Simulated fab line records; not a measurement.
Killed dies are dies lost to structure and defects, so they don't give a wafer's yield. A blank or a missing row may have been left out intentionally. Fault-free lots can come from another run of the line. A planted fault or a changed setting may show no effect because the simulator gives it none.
Chamber matching -- flow n5-finfet -- N5_BEOL_M3_ETCH_69 on rie-diel-02: 4 sister chambers
The step etches SiARC in CF4, target depth 15.6 nm, time 26 s. 14 wafers are shown with their chamber, then 7 later ones without.

## WAFERS PAIRED WITH THEIR CHAMBERS
wafer,chamber,drypump-motor-current-A (A),showerhead-plenum-p-Torr (Torr),throttle-valve-pct (%)
L075.2,2,6.3,2.17,15.28
L075.5,1,6.4,2.13,15.49
L075.6,2,6.4,2.17,15.29
L074.2,0,6.3,2.12,15.62
L074.4,3,5.5,2.27,15.39
L074.6,0,6.3,2.12,15.62
L079.2,3,5.5,2.27,15.42
L079.3,0,6.3,2.12,15.64
L079.4,2,6.3,2.17,15.31
L080.1,0,6.3,2.12,15.64
L080.3,1,6.4,2.13,15.49
L080.4,2,6.3,2.17,15.30
L088.1,2,6.4,2.16,15.37
L088.2,3,5.5,2.26,15.47

SIGNATURES (means of the wafers above)
reading,chamber 0,chamber 1,chamber 2,chamber 3,scatter within a chamber
drypump-motor-current-A,6.300,6.400,6.340,5.500,0.0346
showerhead-plenum-p-Torr,2.1200,2.1300,2.1680,2.2667,0.00383
throttle-valve-pct,15.6300,15.4900,15.3100,15.4267,0.0294
Rule: distance of a wafer from a chamber = root of the sum over the readings of ((wafer's reading minus chamber's mean) / reading's scatter) squared. If the next closest chamber is less than 2 further off than the closest, the wafer can't be placed; otherwise it belongs to the closest. The scatter is the square root of a quotient: the sum, over the shown wafers, of each reading's squared deviation from its chamber's mean, divided by wafers minus chambers.

## WAFERS WITHOUT THEIR CHAMBER
wafer,drypump-motor-current-A (A),showerhead-plenum-p-Torr (Torr),throttle-valve-pct (%)
L088.4,6.3,2.11,15.70
L091.3,6.4,2.16,15.37
L091.5,5.5,2.26,15.47
L091.6,6.4,2.16,15.36
L090.2,6.3,2.11,15.71
L090.4,6.4,2.12,15.56
L090.5,6.3,2.16,15.37

## CHAMBER TAKEN BY EACH
wafer,from the rows above,in truth
L088.4,0,0
L091.3,2,2
L091.5,3,3
L091.6,2,2
L090.2,0,0
L090.4,can't be placed: 1 or 0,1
L090.5,2,2
Correct placement for 6 of the 7. From these rows, 1 cannot be placed; in 1 the true chamber is one of the candidates. Placed wrongly: 0.
